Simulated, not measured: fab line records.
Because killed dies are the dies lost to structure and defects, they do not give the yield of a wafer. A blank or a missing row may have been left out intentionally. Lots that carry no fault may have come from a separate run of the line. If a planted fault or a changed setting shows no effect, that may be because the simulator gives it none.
Split-lot experiment    flow n5-finfet    7 lots, 39 wafers read, on a route of 1938 steps

== SPLIT DETAILS ==
At N5_DUMMY_GATE_CVD_03 (deposits a-Si from SiH4, target thk 150 nm, time 8042 s), the setting target-thk-a was moved away from the recipe's 1500 angstrom on 30 of the 39 wafers read, by -56.2% to +17.3%. The other wafers ran this setting at the recipe's value.

The reading is taken at the split's own step.

== THE READING ==
a-Si_of_DUMMY_GATE_CVD_03.thk-nm (the simulator's own value, which no gauge read), in nm, at N5_DUMMY_GATE_CVD_03 (deposits a-Si from SiH4, target thk 150 nm, time 8042 s). There is no usual value for it anywhere in the file. Here, 9 wafers ran the recipe; their average is 153.2 nm with a standard deviation of 0.97 nm.

wafer   tool, chamber at the split  target-thk-a as run, angstrom  against the recipe  a-Si_of_DUMMY_GATE_CVD_03.thk-nm, nm  against lot-mates on the recipe
L077.1  -, -                        1015                           -32.3%              102.2                                 no lot-mate on the recipe
L077.2  -, -                        1015                           -32.3%              102                                   no lot-mate on the recipe
L077.3  -, -                        1015                           -32.3%              101.6                                 no lot-mate on the recipe
L077.6  -, -                        1015                           -32.3%              101.6                                 no lot-mate on the recipe
L077.4  -, -                        1015                           -32.3%              101.8                                 no lot-mate on the recipe
L077.5  -, -                        1015                           -32.3%              100.6                                 no lot-mate on the recipe
L080.1  -, -                        1500                           recipe              153.6                                 -
L080.2  -, -                        1500                           recipe              153.2                                 -
L080.4  -, -                        1500                           recipe              153.2                                 -
L080.3  -, -                        1500                           recipe              154.4                                 -
L080.5  -, -                        1500                           recipe              154.6                                 -
L080.6  -, -                        1500                           recipe              152.8                                 -
L081.1  -, -                        950.8                          -36.6%              95.2                                  no lot-mate on the recipe
L081.2  -, -                        950.8                          -36.6%              96.4                                  no lot-mate on the recipe
L081.3  -, -                        950.8                          -36.6%              96.6                                  no lot-mate on the recipe
L081.4  -, -                        950.8                          -36.6%              97.8                                  no lot-mate on the recipe
L081.5  -, -                        950.8                          -36.6%              95.6                                  no lot-mate on the recipe
L081.6  -, -                        950.8                          -36.6%              96.8                                  no lot-mate on the recipe
L084.1  -, -                        1124                           -25.1%              111.8                                 no lot-mate on the recipe
L084.2  -, -                        1124                           -25.1%              110.6                                 no lot-mate on the recipe
L084.5  -, -                        1124                           -25.1%              110.6                                 no lot-mate on the recipe
L084.3  -, -                        1124                           -25.1%              112.2                                 no lot-mate on the recipe
L084.4  -, -                        1124                           -25.1%              112                                   no lot-mate on the recipe
L084.6  -, -                        1124                           -25.1%              112                                   no lot-mate on the recipe
L087.1  lpcvd-01, 0/90              1500                           recipe              152.4                                 -
L087.2  lpcvd-01, 0/95              1500                           recipe              153.4                                 -
L087.3  lpcvd-01, 0/100             1500                           recipe              151.2                                 -
L091.1  -, -                        657.5                          -56.2%              66.4                                  no lot-mate on the recipe
L091.2  -, -                        657.5                          -56.2%              66.4                                  no lot-mate on the recipe
L091.4  -, -                        657.5                          -56.2%              66.4                                  no lot-mate on the recipe
L091.5  -, -                        657.5                          -56.2%              66.4                                  no lot-mate on the recipe
L091.3  -, -                        657.5                          -56.2%              64.8                                  no lot-mate on the recipe
L091.6  -, -                        657.5                          -56.2%              65.4                                  no lot-mate on the recipe
L093.1  -, -                        1760                           +17.3%              178                                   no lot-mate on the recipe
L093.2  -, -                        1760                           +17.3%              175.8                                 no lot-mate on the recipe
L093.3  -, -                        1760                           +17.3%              176.6                                 no lot-mate on the recipe
L093.4  -, -                        1760                           +17.3%              176                                   no lot-mate on the recipe
L093.5  -, -                        1760                           +17.3%              176                                   no lot-mate on the recipe
L093.6  -, -                        1760                           +17.3%              176.8                                 no lot-mate on the recipe

FIT RESULTS
A straight line over all 39 wafers: a-Si_of_DUMMY_GATE_CVD_03.thk-nm changes by +1.52 nm for each +1% of target-thk-a; r = +1.00; the points scatter about the line by 1.5 nm.
Too few moved wafers with a lot-mate on the recipe to fit a line net of each lot's own level.

== FILE'S OWN FIT ==
a-Si_of_DUMMY_GATE_CVD_03.thk-nm changes by +1.52 nm for each +1% of target-thk-a, r = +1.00.
